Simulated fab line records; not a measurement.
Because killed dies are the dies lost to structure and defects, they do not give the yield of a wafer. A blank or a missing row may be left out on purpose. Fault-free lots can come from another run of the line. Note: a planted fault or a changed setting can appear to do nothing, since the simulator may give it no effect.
fab line records | flow n5_finfet
record: lots: 11 | wafers: 29 | last_day: 17
route steps=1938 shown MOL_CONTACT_COAG@539 BEOL_M4@1111 PASSIVATION@1936
lots with no fault: from the same line, run without faults
start_h: hours from the record's first day to the start of the lot's first wafer shown | wait_h: hours from the lot's prior step to this one | " as in the row above | L1.1+2: one row covering several wafers at once | - value missing, or start not given | * or withheld: withheld | < > ~ a bound
route shown NAME@n: a module of which the file shows steps, and the number in the route of the first | usual: mean and standard deviation over wafers with no fault | same: alike in all rows | chamber/n: place in a boat | sites: readings site by site | _std_site: the standard deviation of these | _edge_site: the outer-site mean with the inner-site mean subtracted | radius_mm: for every site, how far away it sits from the centre of the wafer | mask NAME#n: copy n | behind: the most recent tool/chamber to have shaped the wafer | hold: why the lot was held/for how many hours/how that ended | device: transistor that didn't switch, given as n, p or np | end of line: the tests these same wafers got at the end of their route | where a step has no rows: the recipe by itself | killed: dies lost to structure and defects at the first sort, not the wafer's yield | map: per-die view of a wafer (x killed, . not killed, _ where there is no die)
set.NAME: the setting the step ran with; set.NAME@STEP: the setting that earlier step ran with | model.NAME: the simulator's own value behind a step, which no gauge read
steps of the route over a sample of lots; a table a step, a row a wafer
services: when a tool's chamber went out of use (start_h, in hours from the record's first day, below 0 if earlier), for how many hours, and the reason
== steps ==
step: N5_MOL_CONTACT_COAG_STRIP_98
recipe: chemistry: N2/H2 | power_w: 500 | temp_c: 40 | pressure_mtorr: 50 | rf_frequency_hz: 6e+07 | overash_fraction: 0.3 | bias_power_w: 8 | h2_frac: 0.5 | n2_flow_sccm: 300 | h2_flow_sccm: 300
usual: drypump_motor_current_A: 5.6/0.48 | oes_product_au: 0.82/0.11 | rf_vpp_V: 54.1/1.4 | showerhead_plenum_p_Torr: 3.36/0.093 | throttle_valve_pct: 19.1/0.45
lot.wafer | tool        | chamber | start_h | wait_h | drypump_motor_current_A | oes_product_au | rf_hours_counter_h | rf_vpp_V | showerhead_plenum_p_Torr | throttle_valve_pct
L399.3    | rie_diel-06 | 1       | 100.09  | 0.0    | 5.9                     | 0.69           | 200                | 53.1     | 3.29                     | 18.9
L399.4    | "           | 0       | "       | "      | 5.2                     | 0.92           | 10                 | 52.9     | 3.45                     | 18.9
L397.1    | rie_diel-06 | 0       | 112.16  | 0.0    | 5.2                     | 0.93           | 11                 | 56.4     | 3.45                     | 18.9
L397.3    | "           | 3       | "       | "      | 4.8                     | 0.70           | 184                | 54.6     | 3.48                     | 18.8
L397.5    | "           | 0       | "       | "      | 5.3                     | 0.93           | -                  | 53.3     | 3.45                     | 18.9
L402.1    | rie_diel-03 | 3       | 118.33  | 0.0    | 5.5                     | 0.72           | 215                | 51.8     | 3.49                     | 19.6
L402.5    | "           | 3       | "       | "      | 5.5                     | 0.73           | -                  | 52.9     | 3.49                     | 19.6
L403.2    | rie_diel-05 | 1       | 125.36  | 0.0    | 5.1                     | 0.90           | 13                 | 55.0     | 3.43                     | 18.6
L403.3    | "           | 2       | "       | "      | 4.9                     | 0.76           | 145                | 55.9     | 3.21                     | 19.2
L403.6    | "           | 1       | "       | "      | 5.1                     | 0.88           | -                  | 52.6     | 3.43                     | 18.7
L404.1    | rie_diel-05 | 1       | 131.86  | 0.0    | 5.1                     | 0.88           | 16                 | 54.1     | 3.42                     | 18.7
L404.4    | "           | 2       | "       | "      | 4.9                     | 0.76           | 148                | 54.3     | 3.20                     | 19.1
L404.5    | "           | 2       | "       | "      | 4.9                     | 0.74           | -                  | 52.5     | 3.20                     | 19.2
L406.1    | rie_diel-03 | 0       | 149.03  | 0.0    | 6.3                     | 0.68           | 250                | 54.7     | 3.31                     | 19.4
L406.3    | "           | 2       | "       | "      | 5.8                     | 0.90           | 28                 | 51.9     | 3.45                     | 19.8
L406.4    | "           | 3       | "       | "      | 5.5                     | 0.72           | 231                | 55.0     | 3.48                     | 19.6
L408.3    | rie_diel-06 | 0       | 158.90  | 0.0    | 5.3                     | 0.90           | 25                 | 51.8     | 3.44                     | 18.9
L408.6    | "           | 0       | "       | "      | 5.3                     | 0.90           | -                  | 53.8     | 3.44                     | 19.0
L413.2    | rie_diel-03 | 2       | 187.62  | 0.0    | 5.8                     | 0.88           | 43                 | 53.0     | 3.44                     | 19.9
L413.3    | "           | 0       | "       | "      | 6.3                     | 1.00           | 5                  | 54.7     | 3.31                     | 19.0
L413.5    | "           | 1       | "       | "      | 5.9                     | 0.93           | -                  | 55.1     | 3.28                     | 18.7
L414.2    | rie_diel-05 | 0       | 192.99  | 0.0    | 5.9                     | 0.86           | 48                 | 53.7     | 3.25                     | 18.4
L414.5    | "           | 2       | "       | "      | 4.8                     | 0.72           | -                  | 55.4     | 3.19                     | 19.2
L414.6    | "           | 3       | "       | "      | 6.1                     | 0.70           | -                  | 55.7     | 3.34                     | 19.4
L415.2    | rie_diel-06 | 0       | 195.97  | 0.0    | 5.2                     | 0.86           | 43                 | 54.3     | 3.43                     | 19.0
L415.4    | "           | 2       | "       | "      | 4.7                     | 0.95           | 2                  | 53.5     | 3.29                     | 18.6
L415.5    | "           | 0       | "       | "      | 5.2                     | 0.86           | -                  | 55.2     | 3.43                     | 19.0
L420.4    | rie_diel-03 | 0       | 227.29  | 0.0    | 6.3                     | 0.96           | 17                 | 54.1     | 3.30                     | 19.1
L420.6    | "           | 2       | "       | "      | 5.8                     | 0.87           | -                  | 52.1     | 3.43                     | 19.9
step: N5_MOL_CONTACT_COAG_SIL_ANNEAL_21
recipe: temp_c: 550 | time_s: 60 | ambient: N2
usual: lamp_power_pct: 7.16/0.2 | lamp_zone_7_pct: 7.52/0.21 | wafer_temp_C_max: 552.6/0.9
lot.wafer | tool          | chamber | start_h | wait_h | lamp_power_pct | lamp_zone_7_pct | wafer_temp_C_max
L399.3    | rtp_anneal-02 | 0       | 101.85  | 0.3    | 7.41           | 7.77            | 551.3
L399.4    | "             | 0       | "       | "      | 7.40           | 7.78            | 551.7
L397.1    | rtp_anneal-01 | 0       | 113.28  | 0.3    | 6.98           | 7.33            | 552.6
L397.3    | "             | 0       | "       | "      | 6.99           | 7.35            | 554.9
L397.5    | "             | 0       | "       | "      | 7.00           | 7.34            | 553.2
L402.1    | rtp_anneal-01 | 0       | 119.71  | 0.2    | 6.99           | 7.35            | 553.4
L402.5    | "             | 0       | "       | "      | 6.99           | 7.34            | 554.0
L403.2    | rtp_anneal-01 | 0       | 126.63  | 0.2    | 6.99           | 7.34            | 552.6
L403.3    | "             | 0       | "       | "      | 6.98           | 7.34            | 553.0
L403.6    | "             | 0       | "       | "      | 6.98           | 7.36            | 552.7
L404.1    | rtp_anneal-02 | 0       | 132.99  | 0.2    | 7.40           | 7.79            | 551.4
L404.4    | "             | 0       | "       | "      | 7.40           | 7.77            | 551.4
L404.5    | "             | 0       | "       | "      | 7.40           | 7.78            | 551.6
L406.1    | rtp_anneal-01 | 0       | 150.08  | 0.2    | 6.99           | 7.34            | 552.8
L406.3    | "             | 0       | "       | "      | 6.98           | 7.35            | 552.6
L406.4    | "             | 0       | "       | "      | 6.99           | 7.35            | 552.3
L408.3    | rtp_anneal-01 | 0       | 159.98  | 0.3    | 7.00           | 7.34            | 553.2
L408.6    | "             | 0       | "       | "      | 6.98           | 7.34            | 553.1
L413.2    | rtp_anneal-02 | 0       | 191.26  | 0.3    | 7.41           | 7.80            | 551.3
L413.3    | "             | 0       | "       | "      | 7.39           | 7.78            | 552.2
L413.5    | "             | 0       | "       | "      | 7.40           | 7.77            | 551.6
L414.2    | rtp_anneal-01 | 0       | 194.19  | 0.4    | 6.99           | 7.34            | 553.1
L414.5    | "             | 0       | "       | "      | 7.00           | 7.34            | 552.9
L414.6    | "             | 0       | "       | "      | 6.99           | 7.33            | 552.9
L415.2    | rtp_anneal-02 | 0       | 197.63  | 0.2    | 7.39           | 7.77            | 551.2
L415.4    | "             | 0       | "       | "      | 7.41           | 7.77            | 551.3
L415.5    | "             | 0       | "       | "      | 7.41           | 7.78            | 551.5
L420.4    | rtp_anneal-01 | 0       | 230.13  | 0.3    | 6.99           | 7.34            | 553.4
L420.6    | "             | 0       | "       | "      | 7.00           | 7.35            | 553.9
step: N5_MOL_CONTACT_COAG_CO_FILL_22
recipe: material: Co | target_thk_a: 200 | temp_c: 200 | precursor: CCTBA/H2 | pressure_torr: 30
usual: heater_power_w: 237/9.2
lot.wafer | tool      | chamber | start_h | wait_h | heater_power_w
L399.3    | cvd_co-01 | 1       | 102.33  | 0.1    | 238
L399.4    | "         | 2       | "       | "      | 241
L397.1    | cvd_co-02 | 2       | 115.54  | 0.1    | 221
L397.3    | "         | 2       | "       | "      | 217
L397.5    | "         | 0       | "       | "      | 233
L402.1    | cvd_co-01 | 0       | 120.12  | 0.1    | 245
L402.5    | "         | 1       | "       | "      | 238
L403.2    | cvd_co-01 | 1       | 127.19  | 0.1    | 236
L403.3    | "         | 0       | "       | "      | 243
L403.6    | "         | 2       | "       | "      | 244
L404.1    | cvd_co-01 | 1       | 133.97  | 0.1    | 227
L404.4    | "         | 0       | "       | "      | 237
L404.5    | "         | 2       | "       | "      | 246
L406.1    | cvd_co-02 | 2       | 150.83  | 0.1    | 219
L406.3    | "         | 0       | "       | "      | 241
L406.4    | "         | 0       | "       | "      | 234
L408.3    | cvd_co-02 | 2       | 162.20  | 0.1    | 215
L408.6    | "         | 0       | "       | "      | 235
L413.2    | cvd_co-02 | 0       | 192.38  | 0.1    | 233
L413.3    | "         | 2       | "       | "      | 220
L413.5    | "         | 0       | "       | "      | 241
L414.2    | cvd_co-02 | 0       | 194.80  | 0.1    | 238
L414.5    | "         | 0       | "       | "      | 236
L414.6    | "         | 2       | "       | "      | 217
L415.2    | cvd_co-01 | 2       | 198.64  | 0.1    | 231
L415.4    | "         | 0       | "       | "      | 247
L415.5    | "         | 0       | "       | "      | 247
L420.4    | cvd_co-01 | 2       | 233.01  | 0.4    | 236
L420.6    | "         | 1       | "       | "      | 235
step: N5_MOL_CONTACT_COAG_ALD_123
recipe: material: SiNx | target_thk_a: 50 | temp_c: 400 | ald_precursor_family: SiH2I2 | ald_co_reactant: N2/H2-plasma | pulse_time_s: 1 | purge_time_s: 2 | co_reactant_purge_time_s: 2 | ald_cycles: 100 | pressure_torr: 2
usual: heater_power_w: 856/110 | precursor_pulse_height_rel: 0.998/0.021 | susceptor_temp_C: 400.00/0.22
lot.wafer | tool       | chamber | start_h | wait_h | heater_power_w | precursor_pulse_height_rel | susceptor_temp_C
L399.3    | ald_sin-03 | 2       | 110.31  | 1.5    | 934            | 0.974                      | 400.57
L399.4    | "          | 0       | "       | "      | 824            | 0.968                      | 399.85
L397.1    | ald_sin-01 | 3       | 121.03  | 0.1    | 818            | 1.011                      | 399.75
L397.3    | "          | 1       | "       | "      | 898            | 0.982                      | 399.74
L397.5    | "          | 1       | "       | "      | 889            | 1.015                      | 399.87
L402.1    | ald_sin-01 | 2       | 125.56  | 0.0    | 1088           | 0.995                      | 399.83
L402.5    | "          | 0       | "       | "      | 640            | 0.993                      | 400.00
L403.2    | ald_sin-01 | 0       | 132.91  | 0.0    | 631            | 0.976                      | 400.06
L403.3    | "          | 1       | "       | "      | 849            | 0.994                      | 400.34
L403.6    | "          | 2       | "       | "      | 1090           | 0.983                      | 399.63
L404.1    | ald_sin-02 | 1       | 138.62  | 0.0    | 816            | 1.022                      | 400.01
L404.4    | "          | 2       | "       | "      | 835            | 0.972                      | 400.09
L404.5    | "          | 2       | "       | "      | 863            | 0.990                      | 400.29
L406.1    | ald_sin-03 | 1       | 159.06  | 0.0    | 752            | 0.986                      | 400.08
L406.3    | "          | 3       | "       | "      | 987            | 1.012                      | 399.92
L406.4    | "          | 0       | "       | "      | 819            | 1.011                      | 400.04
L408.3    | ald_sin-01 | 0       | 168.24  | 0.0    | 633            | 1.025                      | 400.06
L408.6    | "          | 1       | "       | "      | 840            | 0.935                      | 400.07
L413.2    | ald_sin-01 | 2       | 197.93  | 0.2    | 1207           | 1.028                      | 417.15
L413.3    | "          | 1       | "       | "      | 962            | 1.026                      | 417.87
L413.5    | "          | 3       | "       | "      | 958            | 1.020                      | 417.12
L414.2    | ald_sin-02 | 2       | 200.81  | 0.0    | 787            | 1.004                      | 399.90
L414.5    | "          | 3       | "       | "      | 905            | 1.003                      | 399.87
L414.6    | "          | 0       | "       | "      | 780            | 1.017                      | 399.60
L415.2    | ald_sin-01 | 2       | 204.77  | 0.0    | 1194           | 0.995                      | 417.42
L415.4    | "          | 3       | "       | "      | 923            | 1.048                      | 417.26
L415.5    | "          | 0       | "       | "      | 687            | 1.005                      | 417.20
L420.4    | ald_sin-03 | 2       | 237.54  | 0.3    | 924            | 1.002                      | 400.29
L420.6    | "          | 1       | "       | "      | 759            | 0.976                      | 399.74
step: N5_BEOL_M4_RC_MEAS_101
usual: DIBL_N: 36.9/2.1 | DIBL_P: 37.1/2.5 | IOFF_N: 0.17/0.039 | IOFF_P: 0.23/0.043 | ION_N: 673/15 | ION_P: 462/9.1 | SS_N: 71.8/0.69 | SS_P: 73.6/0.74 | VT_N: 250/3.6 | VT_P: -249.7/2.9
lot.wafer | tool      | chamber | start_h | wait_h | DIBL_N[mV/V] | DIBL_P[mV/V] | IOFF_N[nA/um] | IOFF_P[nA/um] | ION_N[uA/um] | ION_P[uA/um] | SS_N[mV/dec] | SS_P[mV/dec] | VT_N[mV] | VT_P[mV]
L399.3    | prober-02 | 0       | 181.22  | 0.3    | 40.9         | 43.9         | 0.29          | 0.35          | 703          | 476          | 72.5         | 75.0         | 241      | -245.6
L399.4    | "         | 0       | "       | "      | 39.4         | 41.2         | 0.23          | 0.29          | 682          | 461          | 72.1         | 74.2         | 245      | -245.4
L397.1    | prober-01 | 0       | 185.58  | 0.0    | 37.9         | 37.0         | 0.18          | 0.19          | 674          | 447          | 71.8         | 73.2         | 248      | -249.9
L397.3    | "         | 0       | "       | "      | 39.5         | 40.3         | 0.22          | 0.23          | 687          | 456          | 71.9         | 74.3         | 247      | -250.1
L397.5    | "         | 0       | "       | "      | 37.5         | 36.5         | 0.16          | 0.17          | 664          | 444          | 72.2         | 73.8         | 253      | -252.8
L402.1    | prober-01 | 0       | 195.75  | 0.0    | 38.2         | 38.3         | 0.17          | 0.27          | 664          | 468          | 71.4         | 73.9         | 247      | -245.9
L402.5    | "         | 0       | "       | "      | 40.7         | 40.6         | 0.23          | 0.31          | 681          | 468          | 72.2         | 74.6         | 247      | -244.4
L403.2    | prober-01 | 0       | 198.34  | 0.2    | 35.2         | 34.9         | 0.13          | 0.19          | 657          | 453          | 71.6         | 72.6         | 254      | -252.9
L403.3    | "         | 0       | "       | "      | 38.6         | 38.4         | 0.20          | 0.26          | 673          | 462          | 71.9         | 73.9         | 250      | -246.8
L403.6    | "         | 0       | "       | "      | 39.4         | 39.8         | 0.21          | 0.27          | 680          | 467          | 71.9         | 73.5         | 245      | -245.6
L404.1    | prober-02 | 0       | 205.37  | 0.0    | 36.1         | 34.1         | 0.13          | 0.19          | 668          | 461          | 70.6         | 72.6         | 256      | -251.9
L404.4    | "         | 0       | "       | "      | 36.6         | 36.1         | 0.14          | 0.22          | 676          | 470          | 71.1         | 72.7         | 251      | -249.4
L404.5    | "         | 0       | "       | "      | 36.8         | 36.1         | 0.15          | 0.23          | 654          | 456          | 71.0         | 73.3         | 252      | -248.9
L406.1    | prober-01 | 0       | 224.72  | 0.0    | 43.2         | 41.7         | 0.28          | 0.34          | 689          | 465          | 73.0         | 75.6         | 243      | -247.7
L406.3    | "         | 0       | "       | "      | 38.0         | 35.4         | 0.17          | 0.21          | 659          | 447          | 71.8         | 73.8         | 251      | -252.2
L406.4    | "         | 0       | "       | "      | 35.8         | 34.8         | 0.14          | 0.21          | 682          | 467          | 70.4         | 73.4         | 250      | -249.3
L408.3    | prober-01 | 0       | 242.07  | 0.3    | 32.4         | 32.4         | 0.10          | 0.16          | 649          | 451          | 70.4         | 72.7         | 258      | -252.9
L408.6    | "         | 0       | "       | "      | 36.7         | 37.9         | 0.17          | 0.26          | 680          | 476          | 71.5         | 74.5         | 250      | -247.2
L414.2    | prober-01 | 0       | 267.39  | 0.2    | 39.1         | 39.0         | 0.23          | 0.26          | 689          | 473          | 72.1         | 73.4         | 244      | -245.7
L414.5    | "         | 0       | "       | "      | 35.9         | 36.4         | 0.16          | 0.21          | 673          | 457          | 71.3         | 73.0         | 250      | -250.8
L414.6    | "         | 0       | "       | "      | 40.5         | 42.4         | 0.25          | 0.31          | 701          | 476          | 72.7         | 74.5         | 246      | -247.9
L413.2    | prober-01 | 0       | 272.54  | 0.2    | 40.2         | 41.3         | 0.22          | 0.28          | 700          | 472          | 72.7         | 73.9         | 248      | -246.3
L413.3    | "         | 0       | "       | "      | 38.7         | 39.0         | 0.19          | 0.24          | 689          | 465          | 72.4         | 72.8         | 246      | -249.5
L413.5    | "         | 0       | "       | "      | 40.3         | 41.2         | 0.20          | 0.27          | 695          | 474          | 72.6         | 73.8         | 246      | -246.3
L415.2    | prober-01 | 0       | 279.56  | 0.2    | 34.4         | 34.4         | 0.12          | 0.16          | 665          | 450          | 71.6         | 73.0         | 254      | -251.9
L415.4    | "         | 0       | "       | "      | 37.2         | 37.1         | 0.17          | 0.19          | 671          | 457          | 71.5         | 73.6         | 249      | -252.1
L415.5    | "         | 0       | "       | "      | 38.1         | 38.7         | 0.19          | 0.22          | 687          | 462          | 71.6         | 73.9         | 246      | -250.4
L420.4    | prober-01 | 0       | 302.64  | 0.5    | 34.0         | 35.0         | 0.15          | 0.20          | 686          | 473          | 71.6         | 73.2         | 247      | -249.2
L420.6    | "         | 0       | "       | "      | 39.7         | 42.6         | 0.27          | 0.35          | 712          | 485          | 73.2         | 75.6         | 242      | -245.4
step: N5_PASSIVATION_PROBE_49
usual: defect_limited_yield: 91.3/1.4 | killed_at_M0_to_M3: 32/9.5 | killed_at_M4_up: 14/5.2 | killed_at_contacts: 13/5.7 | killed_at_front_end: 41/12 | killed_at_other: 3.5/2.6 | killed_dies: 103/17 | killed_open: 68/14 | killed_short: 32/7 | sort_bin_4_leakage: 0.01/0.051 | sort_bin_5_function: 5.0/0.91 | sort_bin_6_memory: 3.3/0.7 | sort_bin_8_speed: 0.03/0.22 | sort_n_pass: 1076/17 | sort_yield_pct: 91.2/1.4
same: gross_dies: 1180 | killed_at_back_side: 0
lot.wafer | tool      | chamber | start_h | wait_h | defect_limited_yield[%] | killed_at_M0_to_M3 | killed_at_M4_up | killed_at_contacts | killed_at_front_end | killed_at_other | killed_dies | killed_open | killed_short | sort_bin_4_leakage[%] | sort_bin_5_function[%] | sort_bin_6_memory[%] | sort_bin_8_speed[%] | sort_n_pass | sort_yield_pct[%]
L397.1    | prober-02 | -       | 289.71  | 0.0    | 91.3                    | 28                 | 23              | 18                 | 27                  | 7               | 103         | 75          | 28           | 0                     | 5.2                    | 3.2                  | 0                   | 1077        | 91.3
L397.3    | prober-02 | -       | 289.81  | 0.1    | 91.0                    | 22                 | 17              | 23                 | 42                  | 2               | 106         | 72          | 32           | 0                     | 4.7                    | 3.6                  | 0                   | 1074        | 91.0
L397.5    | prober-02 | -       | 289.91  | 0.2    | 90.6                    | 24                 | 18              | 23                 | 43                  | 3               | 111         | 82          | 28           | 0                     | 4.8                    | 4.3                  | 0                   | 1069        | 90.6
L403.2    | prober-02 | -       | 303.08  | 0.1    | 93.0                    | 29                 | 9               | 11                 | 33                  | 1               | 83          | 53          | 30           | 0                     | 4.1                    | 2.8                  | 0                   | 1097        | 93.0
L403.3    | prober-02 | -       | 303.13  | 0.2    | 92.8                    | 27                 | 8               | 6                  | 41                  | 3               | 85          | 52          | 31           | 0                     | 4.2                    | 2.5                  | 0.08                | 1095        | 92.8
L403.6    | prober-02 | -       | 303.28  | 0.3    | 91.8                    | 35                 | 10              | 2                  | 48                  | 2               | 97          | 59          | 31           | 0                     | 4.1                    | 3.2                  | 0                   | 1083        | 91.8
L404.1    | prober-01 | -       | 304.74  | 0.0    | 94.3                    | 22                 | 5               | 6                  | 29                  | 5               | 67          | 41          | 26           | 0                     | 3.5                    | 2.0                  | 0                   | 1113        | 94.3
L404.4    | prober-01 | -       | 304.89  | 0.2    | 93.0                    | 26                 | 23              | 10                 | 21                  | 3               | 83          | 55          | 21           | 0                     | 3.4                    | 3.1                  | 0                   | 1097        | 93.0
L404.5    | prober-01 | -       | 304.94  | 0.2    | 92.7                    | 35                 | 16              | 10                 | 22                  | 3               | 86          | 61          | 23           | 0                     | 3.8                    | 3.1                  | 0.08                | 1094        | 92.7
L406.1    | prober-02 | -       | 331.25  | 0.0    | 90.5                    | 25                 | 12              | 12                 | 58                  | 5               | 112         | 69          | 42           | 0.51                  | 4.7                    | 4.2                  | 0                   | 1062        | 90.0
L406.3    | prober-02 | -       | 331.35  | 0.1    | 90.7                    | 27                 | 14              | 19                 | 48                  | 2               | 110         | 67          | 33           | 0                     | 4.7                    | 3.4                  | 0                   | 1070        | 90.7
L406.4    | prober-02 | -       | 331.40  | 0.2    | 90.4                    | 40                 | 15              | 5                  | 44                  | 9               | 113         | 82          | 30           | 0                     | 5.3                    | 4.2                  | 0                   | 1067        | 90.4
L408.3    | prober-01 | -       | 342.47  | 0.1    | 89.8                    | 29                 | 8               | 7                  | 65                  | 11              | 120         | 78          | 41           | 0                     | 4.7                    | 5.4                  | 0                   | 1060        | 89.8
L408.6    | prober-01 | -       | 342.62  | 0.3    | 91.1                    | 31                 | 8               | 10                 | 48                  | 8               | 105         | 67          | 38           | 0                     | 5.3                    | 3.3                  | 0                   | 1075        | 91.1
L413.2    | prober-02 | -       | 372.36  | 0.1    | 87.5                    | 58                 | 16              | 12                 | 60                  | 1               | 147         | 101         | 35           | 0                     | 7.1                    | 4.2                  | 0                   | 1033        | 87.5
killed by level:class
L397.1 MOL_CONTACT_COAG:geometric_particle:open=16 BEOL_M0_SAQP:geometric_particle:short=7 BEOL_M4:geometric_particle:open=7 STI_FIN_REVEAL:geometric_particle:open=6 BEOL_M0:geometric_particle:open=5 BEOL_M2:geometric_particle:open=5 BEOL_M5:geometric_particle:open=5 MIM_TOP_ETCH:geometric_particle:open=5
L397.3 MOL_CONTACT_COAG:geometric_particle:open=21 FIN_SAQP:geometric_particle:short=9 STI_FIN_REVEAL:geometric_particle:open=7 DUMMY_GATE:geometric_particle:open=5 GATE_CUT:geometric_particle:short=5 BEOL_M2:geometric_particle:open=5 BEOL_M3:geometric_particle:open=5 BEOL_M4:geometric_particle:open=5
L397.5 MOL_CONTACT_COAG:geometric_particle:open=18 STI_FIN_REVEAL:geometric_particle:open=11 BEOL_M3:geometric_particle:open=10 FIN_SAQP:geometric_particle:open=9 BEOL_M4:geometric_particle:open=8 FIN_SAQP:geometric_particle:short=6 MOL_CONTACT_COAG:geometric_particle:short=5 BEOL_M1:geometric_particle:open=4
L403.2 FIN_SAQP:geometric_particle:short=15 BEOL_M3:geometric_particle:open=8 MOL_CONTACT_COAG:geometric_particle:open=6 STI_FIN_REVEAL:geometric_particle:open=5 MOL_CONTACT_COAG:geometric_particle:short=5 BEOL_M0_SAQP:geometric_particle:open=5 BEOL_M1:geometric_particle:open=5 BEOL_M5:geometric_particle:open=5
L403.3 FIN_SAQP:geometric_particle:open=10 FIN_SAQP:geometric_particle:short=7 BEOL_M1:geometric_particle:open=7 STI_FIN_REVEAL:geometric_particle:open=6 MOL_CONTACT_COAG:geometric_particle:open=4 BEOL_M0_SAQP:geometric_particle:short=4 BEOL_M3:geometric_particle:open=4 DUMMY_GATE:geometric_particle:open=3
L403.6 STI_FIN_REVEAL:geometric_particle:open=12 FIN_SAQP:geometric_particle:short=9 BEOL_M0_SAQP:geometric_particle:open=7 BEOL_M2:geometric_particle:open=7 HKMG_FIN:area_etch=6 FIN_SAQP:geometric_particle:open=4 BEOL_M0_SAQP:geometric_particle:short=4 BEOL_M0:geometric_particle:open=4
L404.1 FIN_SAQP:geometric_particle:open=10 MOL_CONTACT_COAG:geometric_particle:open=5 BEOL_M2:geometric_particle:short=5 STARTING-WAFER:geometric_particle:open=5 BEOL_M0_SAQP:geometric_particle:short=4 BEOL_M3:geometric_particle:open=4 PASS1_DEP:geometric_particle:short=4 DUMMY_GATE:geometric_particle:open=3
L404.4 BEOL_M4:geometric_particle:open=15 MOL_CONTACT_COAG:geometric_particle:open=8 BEOL_M3:geometric_particle:open=6 HKMG_FIN:area_etch=6 BEOL_M1:geometric_particle:open=5 FIN_SAQP:geometric_particle:short=4 BEOL_M0_SAQP:geometric_particle:open=4 BEOL_M2:geometric_particle:open=4
L404.5 BEOL_M3:geometric_particle:open=12 MOL_CONTACT_COAG:geometric_particle:open=7 BEOL_M2:geometric_particle:open=7 BEOL_M0_SAQP:geometric_particle:open=5 STARTING-WAFER:geometric_particle:open=5 GATE_CUT:geometric_particle:open=4 BEOL_M0_SAQP:geometric_particle:short=4 BEOL_M4:geometric_particle:open=4
L406.1 FIN_SAQP:geometric_particle:short=22 FIN_SAQP:geometric_particle:open=16 MOL_CONTACT_COAG:geometric_particle:open=11 BEOL_M4:geometric_particle:open=10 BEOL_M0_SAQP:geometric_particle:short=5 BEOL_M0_SAQP:geometric_particle:open=5 BEOL_M2:geometric_particle:open=5 STI_FIN_REVEAL:geometric_particle:open=4
L406.3 MOL_CONTACT_COAG:geometric_particle:open=17 BEOL_M4:geometric_particle:open=9 HKMG_FIN:area_etch=8 FIN_SAQP:geometric_particle:short=6 FIN_SAQP:geometric_particle:open=6 BEOL_M1:geometric_particle:open=6 BEOL_M3:geometric_particle:open=5 STI_FIN_REVEAL:geometric_particle:open=4
L406.4 FIN_SAQP:geometric_particle:open=27 BEOL_M0_SAQP:geometric_particle:short=13 BEOL_M0_SAQP:geometric_particle:open=10 BEOL_M1:geometric_particle:open=7 MOL_CONTACT_COAG:geometric_particle:open=5 BEOL_M4:geometric_particle:open=5 FIN_SAQP:geometric_particle:short=4 BEOL_M2:geometric_particle:open=4
L408.3 STI_FIN_REVEAL:geometric_particle:open=19 GATE_CUT:geometric_particle:short=12 FIN_SAQP:geometric_particle:short=7 FIN_SAQP:geometric_particle:open=6 MOL_CONTACT_COAG:geometric_particle:open=6 BEOL_M1:geometric_particle:open=6 BEOL_M3:geometric_particle:open=5 BEOL_M0_SAQP:geometric_particle:open=4
L408.6 STI_FIN_REVEAL:geometric_particle:open=18 BEOL_M0_SAQP:geometric_particle:open=11 FIN_SAQP:geometric_particle:short=7 MOL_CONTACT_COAG:geometric_particle:open=7 GATE_CUT:geometric_particle:short=5 PASS1_CAP:geometric_particle:short=5 BEOL_M4:geometric_particle:open=4 GATE_CUT:geometric_particle:open=4
L413.2 BEOL_M0_SAQP:geometric_particle:open=23 FIN_SAQP:geometric_particle:open=18 BEOL_M0_SAQP:geometric_particle:short=16 STI_FIN_REVEAL:geometric_particle:open=14 MOL_CONTACT_COAG:geometric_particle:open=12 HKMG_FIN:area_etch=11 BEOL_M1:geometric_particle:open=5 BEOL_M2:geometric_particle:open=5
== services ==
tool          | chamber | start_h | hours | kind
rie_diel-03   | 0       | 77.63   | 53.1  | repair
ald_sin-02    | 3       | 78.35   | 9.7   | repair
ald_sin-01    | -       | 85.25   | 14.0  | pm
ald_sin-01    | 0       | 85.25   | 14.0  | vent_cycle
ald_sin-01    | 1       | 85.25   | 14.0  | vent_cycle
ald_sin-01    | 2       | 85.25   | 14.0  | vent_cycle
ald_sin-01    | 3       | 85.25   | 14.0  | vent_cycle
ald_sin-03    | -       | 96.95   | 6.1   | pm
rie_diel-03   | 2       | 97.15   | 3.3   | repair
ald_sin-01    | -       | 99.25   | 14.6  | pm
rie_diel-06   | 0       | 100.78  | 9.1   | repair
rie_diel-06   | -       | 119.48  | 4.4   | repair
rie_diel-06   | 0       | 124.63  | 1.7   | repair
ald_sin-03    | 3       | 142.57  | 3.6   | repair
rie_diel-03   | -       | 158.24  | 0.4   | repair
rie_diel-03   | 3       | 168.79  | 4.2   | repair
ald_sin-02    | -       | 176.82  | 14.0  | pm
cvd_co-02     | 0       | 178.70  | 4.6   | repair
ald_sin-02    | -       | 192.50  | 2.8   | pm
ald_sin-03    | 3       | 204.97  | 1.7   | repair
rtp_anneal-02 | -       | 212.99  | 3.6   | pm
rie_diel-03   | 0       | 218.61  | 7.7   | repair
rie_diel-06   | -       | 223.44  | 14.6  | pm
rie_diel-05   | -       | 229.22  | 0.1   | repair
== key ==
first_sign: step: N5_MOL_CONTACT_COAG_ALD_123 | reading: susceptor_temp_C | direction: up | sigmas: 80 | usual: * | struck: *
effect none on later readings
met_at N5_MOL_CONTACT_COAG_ALD_123
struck_lots L413,L415
baseline_loss: step: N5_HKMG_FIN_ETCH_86 | wafers: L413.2
not_acting_at N5_MOL_CONTACT_COAG_STRIP_98,N5_MOL_CONTACT_COAG_SIL_ANNEAL_21,N5_MOL_CONTACT_COAG_CO_FILL_22
onset_between 168.24 197.93
fault: kind: process_parameter_drift | tool: ald_sin-01 | chamber: - | onset_h: 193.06 | steps: N5_MOL_CONTACT_COAG_ALD_123 | channel: temp_c | offset: * | shape: step | end_h: 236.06 | acts_in: * | stated: *
baseline_loss: these wafers lose ten dies or more at that step, a loss of the line's own and not of a fault; the sort's usual values leave them out
